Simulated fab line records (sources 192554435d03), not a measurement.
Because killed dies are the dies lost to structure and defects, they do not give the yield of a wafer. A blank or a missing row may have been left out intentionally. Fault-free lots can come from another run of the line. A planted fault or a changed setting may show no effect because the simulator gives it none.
Matching of chambers	flow n5-finfet	4 sister chambers for N5_BEOL_M2_ALD_84 on ald-metal-04
The step deposits TaN, pulse time 2 s, purge time 3 s, co reactant purge time 2 s. 20 wafers are shown with their chamber, then 10 later ones without.

EACH WAFER AND ITS CHAMBER
wafer	chamber	heater-power-w (W)
L074.1	1	393
L074.2	0	414
L074.4	3	438
L077.4	2	358
L077.5	0	417
L077.6	1	390
L080.2	3	427
L080.3	0	417
L080.6	2	374
L084.2	2	369
L084.3	3	435
L084.6	0	428
L087.3	0	434
L087.5	1	404
L087.6	2	372
L085.1	0	425
L085.3	1	399
L085.4	3	439
L090.2	2	363
L090.4	0	413

SIGNATURES (means of the wafers above)
reading	chamber 0	chamber 1	chamber 2	chamber 3	scatter within a chamber
heater-power-w	421.14	396.50	367.20	434.75	6.89
Rule: a wafer lies at a distance from a chamber equal to the root of the sum of squares, over the readings, of (its reading less the chamber's mean, divided by the reading's scatter). If the next closest chamber is less than 2 further off than the closest, the wafer can't be placed; otherwise it belongs to the closest. The scatter: the root of (the sum of the squares of (reading less its chamber's mean) over the shown wafers, divided by (wafers less chambers)).

WAFERS WHOSE CHAMBER IS MISSING
wafer	heater-power-w (W)
L090.5	404
L092.1	419
L092.4	401
L092.6	407
L093.1	360
L093.3	425
L093.4	411
L097.1	406
L097.4	367
L097.5	364

THE CHAMBER EACH PASSED THROUGH
wafer	from the rows above	in truth
L090.5	can't be placed: 1 or 0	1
L092.1	can't be placed: 0 or 3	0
L092.4	1	1
L092.6	can't be placed: 1 or 0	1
L093.1	2	2
L093.3	can't be placed: 0 or 3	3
L093.4	can't be placed: 0 or 1 or 3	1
L097.1	can't be placed: 1 or 0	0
L097.4	2	2
L097.5	2	2
Correct placement for 4 of the 10. From these rows, 6 cannot be placed; in 6 the true chamber is one of the candidates. 0 placed wrongly.
